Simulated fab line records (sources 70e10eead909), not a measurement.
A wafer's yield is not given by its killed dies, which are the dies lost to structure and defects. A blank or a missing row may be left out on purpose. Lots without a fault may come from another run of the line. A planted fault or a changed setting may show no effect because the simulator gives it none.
Matching of chambers + flow nand_harc + NHARC_A_STAIRCASE_TRIM_12 on rie_diel-11: 4 sister chambers
The step chemistry O2, time 211.2 s. 4 wafers are shown with their chamber, then 9 later ones without.

## WAFERS WITH THEIR CHAMBER
| wafer  | chamber | showerhead_plenum_p_Torr (Torr) |
|--------|---------|---------------------------------|
| L081.1 | 0       | 3.69                            |
| L092.1 | 1       | 3.58                            |
| L092.2 | 2       | 3.78                            |
| L092.4 | 3       | 3.34                            |

## WAFERS MISSING THEIR CHAMBER
| wafer  | showerhead_plenum_p_Torr (Torr) |
|--------|---------------------------------|
| L094.1 | 3.58                            |
| L094.3 | 3.68                            |
| L094.5 | 3.33                            |
| L096.1 | 3.57                            |
| L096.4 | 3.67                            |
| L096.5 | 3.67                            |
| L097.1 | 3.57                            |
| L097.2 | 3.67                            |
| L097.3 | 3.77                            |

## WHICH CHAMBER EACH WENT THROUGH
| wafer  | from the rows above | in truth |
|--------|---------------------|----------|
| L094.1 | 1                   | 1        |
| L094.3 | 0                   | 0        |
| L094.5 | 3                   | 3        |
| L096.1 | 1                   | 1        |
| L096.4 | 0                   | 0        |
| L096.5 | 0                   | 0        |
| L097.1 | 1                   | 1        |
| L097.2 | 0                   | 0        |
| L097.3 | 2                   | 2        |
Correctly placed: 9 of 9. Can't be placed from these rows: 0. Wrongly placed: 0.
How it was worked out, from the rows above alone: a wafer's distance from a chamber is the root of the sum, over the readings, of the square of ((its reading less the chamber's mean) divided by the reading's scatter). The wafer belongs to the nearest chamber; if the next one is less than 2 further off, it can't be placed. A chamber's mean is the mean of its shown wafers. The scatter (one wafer shown for each chamber): square how far every hidden wafer sits from the nearest shown wafer, average those squares and take the square root.
